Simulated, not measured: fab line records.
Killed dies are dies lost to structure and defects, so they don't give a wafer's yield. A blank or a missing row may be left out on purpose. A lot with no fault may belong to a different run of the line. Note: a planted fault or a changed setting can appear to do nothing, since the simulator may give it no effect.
Chamber matching :: flow n5Finfet :: N5_BEOL_M4_ILD_DEP_00 on pecvd-03 has 3 sister chambers
The step deposits SiOC from DEMS/O2, target thk 79 nm, time 15.3 s. 3 wafers are shown with their chamber, then 12 later ones without.

== WAFERS PAIRED WITH THEIR CHAMBERS ==
wafer: L089.3
chamber: 0
throttleValvePct (%): 12.9

wafer: L089.4
chamber: 2
throttleValvePct (%): 11.1

wafer: L089.6
chamber: 1
throttleValvePct (%): 12.9

== WAFERS MISSING THEIR CHAMBER ==
wafer: L090.2
throttleValvePct (%): 12.5

wafer: L090.4
throttleValvePct (%): 12.7

wafer: L090.6
throttleValvePct (%): 12.8

wafer: L095.1
throttleValvePct (%): 12.8

wafer: L095.3
throttleValvePct (%): 11.3

wafer: L095.5
throttleValvePct (%): 11.4

wafer: L096.1
throttleValvePct (%): 12.6

wafer: L096.2
throttleValvePct (%): 10.9

wafer: L096.3
throttleValvePct (%): 12.6

wafer: L097.2
throttleValvePct (%): 11.1

wafer: L097.4
throttleValvePct (%): 11.0

wafer: L097.6
throttleValvePct (%): 12.8

== WHICH CHAMBER EACH WENT THROUGH ==
wafer: L090.2
from the rows above: can't be placed: 0 or 1
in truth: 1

wafer: L090.4
from the rows above: can't be placed: 0 or 1
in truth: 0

wafer: L090.6
from the rows above: can't be placed: 0 or 1
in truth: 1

wafer: L095.1
from the rows above: can't be placed: 0 or 1
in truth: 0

wafer: L095.3
from the rows above: 2
in truth: 2

wafer: L095.5
from the rows above: 2
in truth: 2

wafer: L096.1
from the rows above: can't be placed: 0 or 1
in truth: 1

wafer: L096.2
from the rows above: 2
in truth: 2

wafer: L096.3
from the rows above: can't be placed: 0 or 1
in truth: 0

wafer: L097.2
from the rows above: 2
in truth: 2

wafer: L097.4
from the rows above: 2
in truth: 2

wafer: L097.6
from the rows above: can't be placed: 0 or 1
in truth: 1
Correct placement for 5 of the 12. These rows do not allow placing 7 (true chamber among the candidates in 7). Placed wrongly: 0.
How it was worked out, from the rows above alone: a wafer's distance from a chamber is the root of the sum, over the readings, of the square of ((its reading less the chamber's mean) divided by the reading's scatter). If the next closest chamber is less than 2 further off than the closest, the wafer can't be placed; otherwise it belongs to the closest. A chamber's mean is the mean of its shown wafers. The scatter (one wafer shown for each chamber): square how far every hidden wafer sits from the nearest shown wafer, average those squares and take the square root.
